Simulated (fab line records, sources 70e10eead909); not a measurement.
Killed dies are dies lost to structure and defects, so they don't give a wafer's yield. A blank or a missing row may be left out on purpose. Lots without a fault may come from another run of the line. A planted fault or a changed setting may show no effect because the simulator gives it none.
Chamber matching | flow nand_harc | NHARC_A_STAIRCASE_STRIP_476 on rie_diel-02: 4 sister chambers
The step strips in O2, time 20 s. 14 wafers are shown with their chamber, then 7 later ones without.

WAFERS WITH THEIR CHAMBER
wafer  | chamber | showerhead_plenum_p_Torr (Torr) | drypump_motor_current_A (A) | oes_product_au (a.u.)
L079.1 | 0       | 3.33                            | 5.6                         | 0.995
L079.2 | 2       | 3.36                            | 5.9                         | 1.010
L079.6 | 1       | 3.60                            | 5.4                         | 1.004
L084.2 | 3       | 3.73                            | 5.3                         | 1.003
L084.3 | 0       | 3.32                            | 5.6                         | 0.996
L084.4 | 2       | 3.35                            | 5.9                         | 1.007
L088.1 | 3       | 3.72                            | 5.3                         | 0.984
L088.3 | 2       | 3.34                            | 6.0                         | 0.998
L088.4 | 1       | 3.59                            | 5.4                         | 1.015
L089.3 | 0       | 3.31                            | 5.7                         | 0.985
L089.4 | 3       | 3.72                            | 5.2                         | 0.980
L089.5 | 2       | 3.34                            | 6.0                         | 0.999
L094.2 | 3       | 3.71                            | 5.3                         | 0.963
L094.5 | 2       | 3.33                            | 6.0                         | 0.986

SIGNATURES (means of the wafers above)
reading                  | chamber 0 | chamber 1 | chamber 2 | chamber 3 | scatter within a chamber
showerhead_plenum_p_Torr | 3.3200    | 3.5950    | 3.3440    | 3.7200    | 0.00985
drypump_motor_current_A  | 5.633     | 5.400     | 5.960     | 5.275     | 0.0512
oes_product_au           | 0.99200   | 1.00950   | 1.00000   | 0.98250   | 0.0114
Rule: a wafer's distance from a chamber is the root of the sum, over the readings, of the square of ((its reading less the chamber's mean) divided by the reading's scatter). The wafer belongs to the nearest chamber; if the next one is less than 2 further off, it can't be placed. The scatter: the root of (the sum of the squares of (reading less its chamber's mean) over the shown wafers, divided by (wafers less chambers)).

WAFERS WITHOUT THEIR CHAMBER
wafer  | showerhead_plenum_p_Torr (Torr) | drypump_motor_current_A (A) | oes_product_au (a.u.)
L094.6 | 3.71                            | 5.3                         | 0.965
L095.2 | 3.58                            | 5.4                         | 1.019
L095.3 | 3.33                            | 6.0                         | 1.002
L095.6 | 3.33                            | 6.0                         | 1.001
L097.2 | 3.33                            | 6.0                         | 0.990
L097.5 | 3.33                            | 5.9                         | 0.989
L097.6 | 3.71                            | 5.3                         | 0.976

WHICH CHAMBER EACH WENT THROUGH
wafer  | from the rows above | in truth
L094.6 | 3                   | 3
L095.2 | 1                   | 1
L095.3 | 2                   | 2
L095.6 | 2                   | 2
L097.2 | 2                   | 2
L097.5 | 2                   | 2
L097.6 | 3                   | 3
Placed correctly: 7 of 7. Can't be placed from these rows: 0. Placed wrongly: 0.
